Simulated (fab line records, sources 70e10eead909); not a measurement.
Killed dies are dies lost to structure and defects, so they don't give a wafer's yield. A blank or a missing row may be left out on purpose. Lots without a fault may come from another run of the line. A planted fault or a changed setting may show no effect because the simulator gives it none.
A struck lot beside a sound one | flow nand_harc | 19 steps out of a route of 1159
Sound: wafers L177.2, L177.4, L177.5. Struck: wafer L184.5. The cause comes at the end.
At each step with rows: each side's tool, then ch and its chambers, then its first start. Under that, the readings that differ: sound wafers | struck wafers | difference of the means | sigmas: that difference in standard deviations of wafers without a fault.
alike: readings whose means differ by less than 2 such deviations, and words and numbers that are the same on both sides. not compared: withheld readings, readings that some wafer has no value for, bounds like >300 that may hide the same value, and numbers for which the record gives no deviation and whose values overlap.
The two part at a step that has a row with sigmas, a row that says differs or no value, or rows on one side only. Numbers that don't overlap but have no deviation are shown without sigmas and don't part them. A reading that every wafer of one side lacks parts them only if that side has two wafers or more.

NHARC_A_CHANNEL_HOLE_D1_ETCH_20: etches the open film in C4F8/O2/Ar, time 361.9 s, target depth 1600 nm.
  sound on har_etch-02 ch 0,1, day 8 16:23; struck on har_etch-01 ch 0, day 10 16:44
  alike: drypump_motor_current_A, showerhead_plenum_p_Torr, throttle_valve_pct
  not compared: rf_hours_counter_h
NHARC_A_CHANNEL_HOLE_D1_ETCH_21: etches the open film in C4F8/O2/Ar, time 514.3 s, target depth 1600 nm.
  sound on har_etch-02 ch 0,1, day 8 16:42; struck on har_etch-01 ch 0, day 10 17:09
  alike: drypump_motor_current_A, showerhead_plenum_p_Torr, throttle_valve_pct
  not compared: rf_hours_counter_h
then, 1 step without rows for these wafers: NHARC_A_CHANNEL_HOLE_D1_ETCH_22 (etches the open film in C4F8/O2/Ar, time 666.7 s, target depth 1600 nm).
NHARC_A_CHANNEL_HOLE_D1_ETCH_23: etches the open film in C4F8/O2/Ar, time 819 s, target depth 1600 nm.
  sound on har_etch-02 ch 0,1, day 8 17:43; struck on har_etch-01 ch 0, day 10 18:23
  alike: drypump_motor_current_A, showerhead_plenum_p_Torr, throttle_valve_pct
  not compared: rf_hours_counter_h
then, 1 step without rows for these wafers: NHARC_A_CHANNEL_HOLE_D1_ETCH_24 (etches the open film in C4F8/O2/Ar, time 906.2 s, target depth 1500 nm).
NHARC_A_CHANNEL_HOLE_D1_ETCH_25: etches the open film in C4F8/O2/Ar, time 1040.2 s, target depth 1500 nm.
  sound on har_etch-02 ch 0,1, day 8 19:11; struck on har_etch-01 ch 0, day 10 20:01
  alike: drypump_motor_current_A, showerhead_plenum_p_Torr, throttle_valve_pct
  not compared: rf_hours_counter_h
NHARC_A_CHANNEL_HOLE_D1_ETCH_26: etches the open film in C4F8/O2/Ar, time 224.1 s, target depth 300 nm.
  sound on har_etch-02 ch 0,1, day 8 20:04; struck on har_etch-01 ch 0, day 10 20:20
  alike: bias_v, drypump_motor_current_A, showerhead_plenum_p_Torr, throttle_valve_pct
  not compared: rf_hours_counter_h
then, 5 steps without rows for these wafers: NHARC_A_CHANNEL_HOLE_D1_ETCH_33 (etches the open film in C4F8/O2/Ar, time 90 s, target depth 400 nm); NHARC_A_CHANNEL_HOLE_D1_STRIP_41 (strips in N2/H2); NHARC_A_CHANNEL_HOLE_D1_STRIP_42 (strips in CF4/CHF3); NHARC_A_CHANNEL_HOLE_D1_STRIP_43 (strips in O2/COS); NHARC_A_CHANNEL_HOLE_D1_ETCH_44 (etches the open film in CF4/O2, target depth 140 nm, overetch 14 nm, time 77 s).
NHARC_A_CHANNEL_HOLE_D1_STRIP_27: strips in O2.
  sound on rie_diel-05 ch 0,3, day 8 21:09; struck on rie_diel-05 ch 0, day 10 21:26
  alike: drypump_motor_current_A, oes_product_au, rf_vpp_V, showerhead_plenum_p_Torr, throttle_valve_pct
  not compared: rf_hours_counter_h
then, 2 steps without rows for these wafers: NHARC_A_CHANNEL_HOLE_D1_PRECLEAN_28 (cleans in SC1); NHARC_A_CHANNEL_HOLE_D1_SRD_29.
NHARC_A_CHANNEL_HOLE_D1_CD_MEAS_30:
  sound on cd_sem-02, day 8 21:48; struck on cd_sem-02, day 10 21:59
  alike: cd_nm
then, 1 step without rows for these wafers: NHARC_A_CHANNEL_HOLE_D1_XSEM_31.
NHARC_A_CHANNEL_HOLE_D1_INSPECT_40:
  sound on defect_inspect-01, day 8 22:00; struck on defect_inspect-01, day 10 22:20
  reading          | sound    | struck | difference | sigmas
  raw_defect_count | 60 30 60 | 1193   | +1143      | +71
  not compared: hold
-- the record jumps here: 14 days lie between the struck wafers' starts before and after (it left off in module A_CHANNEL_HOLE_D1 and takes up again in module END, whose first step shown is number 1159 of the route) --
NHARC_END_SORT_01:
  the record has rows for the struck wafers here (prober-01 ch 0, day 24 22:33) and none for the sound ones

WHERE THEY PART
First at NHARC_A_CHANNEL_HOLE_D1_INSPECT_40; last, within this record, at NHARC_END_SORT_01.

WHY: what the simulator had put in
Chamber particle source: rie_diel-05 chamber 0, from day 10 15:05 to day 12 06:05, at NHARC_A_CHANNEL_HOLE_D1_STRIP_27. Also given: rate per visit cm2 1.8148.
